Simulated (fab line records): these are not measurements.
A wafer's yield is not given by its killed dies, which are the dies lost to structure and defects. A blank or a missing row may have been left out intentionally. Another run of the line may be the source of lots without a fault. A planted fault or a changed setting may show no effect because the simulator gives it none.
Comparing a struck lot with a sound one :: flow n5 finfet :: 39 steps out of a route of 1938
Sound: the wafers L263.1, L263.5, L263.6. Struck: wafer L267.4. (L267.1, L267.3 of the same lot were not struck and are left out.) The cause comes at the end.
Per side, at each step with rows, come the tool, then ch with its chambers, and then its first start. Under that, the readings that differ: sound wafers :: struck wafers :: difference of the means :: sigmas: that difference in standard deviations of wafers without a fault.
alike: a reading whose means differ by less than 2 such deviations, as well as words and numbers matching on both sides. not compared: withheld readings; readings where some wafer has no value; bounds like >300 that might hide an equal value; numbers whose values overlap and for which the record gives no deviation.
A row with sigmas, a row that says differs or no value, or rows on one side alone: a step with any of these is where the two part. Numbers that don't overlap but have no deviation are shown without sigmas and don't part them. A reading that every wafer of one side lacks parts them only if that side has two wafers or more.

first, 9 steps without rows for these wafers: N5_HKMG_FIN_DESCUM_17 (chemistry O2, time 7.9 s); N5_HKMG_FIN_ETCH_31 (etches SiARC in CF4, target depth 45.5 nm, time 75.8 s); N5_HKMG_FIN_ETCH_32 (etches SOC in N2/H2, target depth 240 nm, time 300 s); N5_HKMG_FIN_STRIP_33 (strips in N2/H2); N5_HKMG_FIN_STRIP_34 (strips in CF4); N5_HKMG_FIN_ETCH_35 (etches SOC in N2/H2, target depth 215.8 nm, time 243.4 s); N5_HKMG_FIN_STRIP_92 (strips SOC in N2/H2, time 20 s); N5_HKMG_FIN_WET_ETCH_18 (etches TiN in SC1, time 55 s, target depth 5.2 nm, rinse time 30 s); N5_HKMG_FIN_STRIP_19 (strips in N2/H2, time 360 s).
N5_HKMG_FIN_ALD_91: deposits TiN, target thk 1 nm, pulse time 1 s, purge time 3 s.
  sound on ald metal-02 ch 0,2,3, day 7 03:55; struck on ald metal-02 ch 3, day 8 01:48
reading: susceptor temp C (C)
sound: 400.26 399.87 399.95
struck: 356.69
difference: -43.34
sigmas: -99 or more
  alike: heater power w, precursor pulse height rel
then, 27 steps without rows for these wafers: N5_HKMG_FIN_COAT_85 (time 60 s, resist thk 300 nm); N5_HKMG_FIN_ETCH_86 (etches SOC in N2/H2, stops on TiN, target depth 393.2 nm); N5_HKMG_FIN_STRIP_89 (strips SOC in N2/H2, time 20 s); N5_HKMG_FIN_WET_ETCH_87 (etches TiN in SC1, time 154.2 s, target depth 4.7 nm, rinse time 30 s); N5_HKMG_FIN_STRIP_88 (strips in N2/H2, time 360 s); N5_HKMG_FIN_NWFM_ALD_20 (deposits TiAlC, target thk 2 nm, pulse time 3 s, purge time 2 s); N5_HKMG_FIN_ALD_71 (deposits TiN, target thk 1 nm, pulse time 1 s, purge time 3 s); N5_HKMG_FIN_COAT_66 (time 60 s, resist thk 300 nm); N5_HKMG_FIN_ETCH_67 (etches SOC in N2/H2, stops on TiN, target depth 388.9 nm); N5_HKMG_FIN_STRIP_90 (strips SOC in N2/H2, time 20 s); N5_HKMG_FIN_WET_ETCH_73 (etches the open film in SC1, time 42.3 s, target depth 1.3 nm, rinse time 30 s); N5_HKMG_FIN_ETCHBACK_68 (etches the open film in Cl2/Ar, stops on HfO2, target depth 0.5 nm); N5_HKMG_FIN_STRIP_69 (strips in N2/H2, time 360 s); N5_HKMG_FIN_ALD_21 (deposits TiN, target thk 1.5 nm, pulse time 1 s, purge time 3 s); N5_HKMG_FIN_ALD_72 (deposits W, target thk 2 nm, pulse time 1 s, purge time 2 s); N5_HKMG_FIN_W_FILL_22 (material W, target thk 60 nm, time 18.2 s); N5_HKMG_FIN_PRECLEAN_83 (cleans in DIW, time 57.5 s); N5_HKMG_FIN_SRD_84 (dry time 32 s); N5_HKMG_FIN_CMP_23 (polishes, stops on SiNx, t overpolish 10 s, target thk 46.326 nm); N5_HKMG_FIN_CMP_94 (polishes, stops on SiNx, t overpolish 4.7 s, target thk 43.299 nm); N5_GATE_CUT_ETCHBACK_00 (etches W in SF6/Cl2); N5_GATE_CUT_ETCH_56 (etches TiN in Cl2/Ar, target depth 21.6 nm); N5_GATE_CUT_ETCHBACK_30 (etches TiN in Cl2/Ar, target depth 3 nm); N5_GATE_CUT_VAPOR_ETCH_60 (etches HfO2 in BCl3/Cl2); N5_GATE_CUT_ETCH_58 (etches SiNx in CH3F/O2, target depth 17 nm, time 128.6 s); N5_GATE_CUT_STRIP_59 (strips in N2/H2, time 20 s); N5_GATE_CUT_PRECLEAN_31 (cleans in DIW, time 300 s).
-- record jumps: 4 days separate the struck wafers' starts on either side; left off in module GATE_CUT, taken up again in module BEOL_M4, whose first shown step is the route's number 1111 --
N5_BEOL_M4_RC_MEAS_101:
  sound on prober-02 ch 0, day 10 09:10; struck on prober-02 ch 0, day 11 15:43
reading: DIBL_P (mV/V)
sound: 38.8 37.9 37.2
struck: 34.7
difference: -3.3
sigmas: -2

reading: IOFF_N (nA/um)
sound: 0.212 0.196 0.188
struck: 0.305
difference: +0.106
sigmas: +4

reading: IOFF_N_85C (nA/um)
sound: 3.9 3.7 3.6
struck: 5.4
difference: +1.7
sigmas: +4

reading: IOFF_N_LIN (nA/um)
sound: 0.094 0.086 0.085
struck: 0.136
difference: +0.048
sigmas: +5

reading: IOFF_N_LONG (nA/um)
sound: 5.86e-05 5.79e-05 5.83e-05
struck: 0.0001013
difference: +0.0000430
sigmas: +17

reading: IOFF_P (nA/um)
sound: 0.28 0.27 0.24
struck: 0.16
difference: -0.10
sigmas: -3

reading: ION_N (uA/um)
sound: 686 687 684
struck: 716
difference: +30
sigmas: +3

reading: ION_P (uA/um)
sound: 470 466 471
struck: 450
difference: -19
sigmas: -2

reading: VT_N (mV)
sound: 246.4 248.2 248.3
struck: 232.6
difference: -15.0
sigmas: -5

reading: VT_N_LONG (mV)
sound: 274.5 271.7 274.3
struck: 255.2
difference: -18.3
sigmas: -10

reading: VT_N_LVT (mV)
sound: 94.7 95.3 95.3
struck: 83.0
difference: -12.1
sigmas: -4

reading: VT_P (mV)
sound: -245 -245 -248
struck: -255
difference: -9
sigmas: -3

reading: VT_P_LVT (mV)
sound: -96.1 -95.9 -98.8
struck: -106.5
difference: -9.6
sigmas: -4
  alike: DIBL_N, SS_N, SS_P
-- record jumps: 5 days separate the struck wafers' starts on either side; left off in module BEOL_M4, taken up again in module PASSIVATION, whose first shown step is the route's number 1936 --
N5_PASSIVATION_PROBE_49:
  struck on prober-01, day 16 05:00; sound on prober-01, day 14 08:34
reading: defect limited yield (%)
sound: 90.4 90.8 89.2
struck: 86.2
difference: -3.9
sigmas: -3

reading: killed at contacts
sound: 10 13 14
struck: 27
difference: +15
sigmas: +3

reading: killed at front end
sound: 39 43 40
struck: 96
difference: +55
sigmas: +5

reading: killed dies
sound: 113 109 127
struck: 163
difference: +47
sigmas: +3

reading: sort_bin_4_leakage (%)
sound: 0 0 0
struck: 0.34
difference: +0.34
sigmas: 

reading: sort n pass
sound: 1067 1071 1053
struck: 1013
difference: -51
sigmas: -3

reading: sort yield pct (%)
sound: 90.4 90.8 89.2
struck: 85.8
difference: -4.3
sigmas: -3
  alike: killed_at_M0_to_M3, killed_at_M4_up, killed at other, killed open, killed short, sort_bin_5_function, sort_bin_6_memory
  not compared: sort_bin_8_speed

WHERE THEY PART
Last at N5_PASSIVATION_PROBE_49 as far as this record goes, first at N5_HKMG_FIN_ALD_91.

WHY: what had been put in by the simulator
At N5_HKMG_FIN_ALD_91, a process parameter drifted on ald metal-02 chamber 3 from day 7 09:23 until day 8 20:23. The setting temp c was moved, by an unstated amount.
